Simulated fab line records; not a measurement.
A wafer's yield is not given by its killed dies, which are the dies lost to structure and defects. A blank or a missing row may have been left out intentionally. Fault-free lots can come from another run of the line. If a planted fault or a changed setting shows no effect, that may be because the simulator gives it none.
2 desks, one fault / flow n5Finfet / what lay behind the numbers comes last; until then each desk has only its own

METROLOGY DESK
What the gauges read for every lot (on any tool): the sampled wafers with a number, averaged. Marked OUT: a lot whose mean sits more than 4 standard deviations from the usual mean, which makes it out of limits; the brackets give that distance. 7 of its 24 readings are shown, namely those furthest out on some lot.
Columns: A = COMB_M10 at N5_BEOL_M15_RC_MEAS_101, usual 1.4e-11 S/m; B = COMB_M10_max_site at N5_BEOL_M15_RC_MEAS_101, usual 2.1e-11 S/m; C = COMB_M12 at N5_BEOL_M15_RC_MEAS_101, usual 5.8e-12 S/m; D = COMB_M15 at N5_BEOL_M15_RC_MEAS_101, usual 2e-12 S/m; E = COMB_M5 at N5_BEOL_M15_RC_MEAS_101, usual 3.5e-11 S/m; F = SERP_M12 at N5_BEOL_M15_RC_MEAS_101, usual 0.644 ohm/um; G = SERP_M13 at N5_BEOL_M15_RC_MEAS_101, usual 0.311 ohm/um
lot=L308; first seen here=day 12 03:59; A=1.4e-11; B=2.1e-11; C=5.2e-12; D=2e-12; E=4.7e-11; F=0.637; G=0.323
lot=L321; first seen here=day 15 18:27; A=1.6e-11; B=3.9e-11; C=4.9e-12; D=1e-12; E=4.0e-11; F=0.626; G=0.317
lot=L320; first seen here=day 15 18:34; A=1.9e-11; B=3.9e-11; C=5.3e-12; D=2e-12; E=2.8e-11; F=0.635; G=0.315
lot=L325; first seen here=day 16 14:56; A=1.5e-11; B=2.1e-11; C=4.1e-12; D=1e-12; E=4.9e-11; F=0.668; G=0.315
This desk's verdict: no lot among the 4 shows anything out of limits.

THE TOOL OWNER'S DESK: aldMetal-04
The tool's own readings at N5_BEOL_M10_ALD_74 (deposits TaN, target thk 2 nm, pulse time 2 s, purge time 3 s): means of the sampled wafers that have a number, for each lot that ran on this tool. Marked OUT: a lot whose mean sits more than 4 standard deviations from the usual mean, which makes it out of limits; the brackets give that distance.
Columns: A = heaterPowerOuterW at N5_BEOL_M10_ALD_74, usual 250 W; B = heaterPowerW at N5_BEOL_M10_ALD_74, usual 447 W; C = mfcCarrierSccm at N5_BEOL_M10_ALD_74, usual 1500 sccm
lot=L308; first seen here=day 10 13:14; A=267; B=463; C=1500
lot=L321; first seen here=day 14 01:24; A=233; B=418; C=1497
lot=L320; first seen here=day 14 02:09; A=247; B=427; C=1502
This desk's verdict: no lot among the 3 shows anything out of limits.

TAKEN TOGETHER
Metrology desk: nothing out of limits seen.
The desk of the tool owner found nothing out of limits.

WHAT THE SIMULATOR HAD INSERTED
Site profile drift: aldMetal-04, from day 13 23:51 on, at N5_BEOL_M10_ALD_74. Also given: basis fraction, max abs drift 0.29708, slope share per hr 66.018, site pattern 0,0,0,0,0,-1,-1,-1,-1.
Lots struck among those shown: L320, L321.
